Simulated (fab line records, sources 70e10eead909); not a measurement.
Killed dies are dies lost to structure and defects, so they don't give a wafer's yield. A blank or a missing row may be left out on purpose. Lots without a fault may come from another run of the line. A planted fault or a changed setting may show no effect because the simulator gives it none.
Chamber matching | flow nand_harc | NHARC_A_M1_ETCH_35 on rie_diel-02: 4 sister chambers
The step etches the open film in N2/H2, target depth 40 nm, overetch 12 nm, time 43.94 s. 22 wafers are shown with their chamber, then 11 later ones without.

WAFERS WITH THEIR CHAMBER
wafer  | chamber | rf_vpp_V (V) | throttle_valve_pct (%) | oes_product_au (a.u.)
L074.3 | 3       | 432.4        | 14.186                 | 0.988
L074.4 | 0       | 428.4        | 14.175                 | 1.005
L074.6 | 0       | 428.4        | 14.174                 | 0.994
L075.1 | 1       | 434.6        | 14.181                 | 1.006
L075.2 | 2       | 429.8        | 14.170                 | 0.999
L075.4 | 3       | 431.9        | 14.169                 | 0.997
L076.2 | 3       | 431.5        | 14.171                 | 0.999
L076.4 | 1       | 435.5        | 14.174                 | 1.000
L076.5 | 2       | 429.1        | 14.176                 | 1.007
L078.1 | 0       | 428.0        | 14.168                 | 0.999
L078.4 | 2       | 428.9        | 14.182                 | 0.999
L078.6 | 1       | 435.0        | 14.162                 | 1.003
L077.1 | 3       | 432.0        | 14.173                 | 0.997
L077.5 | 1       | 433.1        | 14.167                 | 1.008
L077.6 | 0       | 427.0        | 14.173                 | 1.005
L079.2 | 1       | 434.0        | 14.158                 | 1.002
L079.4 | 0       | 427.6        | 14.173                 | 1.002
L079.6 | 2       | 428.2        | 14.174                 | 1.002
L090.1 | 2       | 430.8        | 14.172                 | 1.011
L090.5 | 0       | 426.2        | 14.170                 | 0.998
L090.6 | 3       | 433.5        | 14.181                 | 1.011
L092.2 | 2       | 429.7        | 14.171                 | 1.002

SIGNATURES (means of the wafers above)
reading            | chamber 0 | chamber 1 | chamber 2 | chamber 3 | scatter within a chamber
rf_vpp_V           | 427.600   | 434.440   | 429.417   | 432.260   | 0.867
throttle_valve_pct | 14.17217  | 14.16840  | 14.17417  | 14.17600  | 0.00615
oes_product_au     | 1.00050   | 1.00380   | 1.00333   | 0.99840   | 0.00537
Rule: a wafer's distance from a chamber is the root of the sum, over the readings, of the square of ((its reading less the chamber's mean) divided by the reading's scatter). The wafer belongs to the nearest chamber; if the next one is less than 2 further off, it can't be placed. The scatter: the root of (the sum of the squares of (reading less its chamber's mean) over the shown wafers, divided by (wafers less chambers)).

WAFERS WITHOUT THEIR CHAMBER
wafer  | rf_vpp_V (V) | throttle_valve_pct (%) | oes_product_au (a.u.)
L092.3 | 434.5        | 14.172                 | 1.004
L092.5 | 429.2        | 14.175                 | 0.997
L094.2 | 427.5        | 14.172                 | 1.001
L094.5 | 431.8        | 14.172                 | 1.007
L094.6 | 430.2        | 14.163                 | 0.989
L095.3 | 428.2        | 14.150                 | 0.995
L095.5 | 431.8        | 14.172                 | 1.012
L095.6 | 427.5        | 14.187                 | 0.995
L096.4 | 428.1        | 14.176                 | 0.988
L096.5 | 432.9        | 14.168                 | 1.016
L096.6 | 428.9        | 14.174                 | 1.001

WHICH CHAMBER EACH WENT THROUGH
wafer  | from the rows above          | in truth
L092.3 | 1                            | 1
L092.5 | can't be placed: 2 or 0      | 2
L094.2 | 0                            | 0
L094.5 | can't be placed: 3 or 2 or 1 | 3
L094.6 | can't be placed: 2 or 3 or 0 | 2
L095.3 | can't be placed: 0 or 2      | 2
L095.5 | can't be placed: 3 or 2 or 1 | 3
L095.6 | can't be placed: 0 or 2      | 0
L096.4 | can't be placed: 0 or 2      | 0
L096.5 | can't be placed: 1 or 3 or 2 | 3
L096.6 | can't be placed: 2 or 0      | 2
Placed correctly: 2 of 11. Can't be placed from these rows: 9 (the true chamber is among the candidates in 9). Placed wrongly: 0.
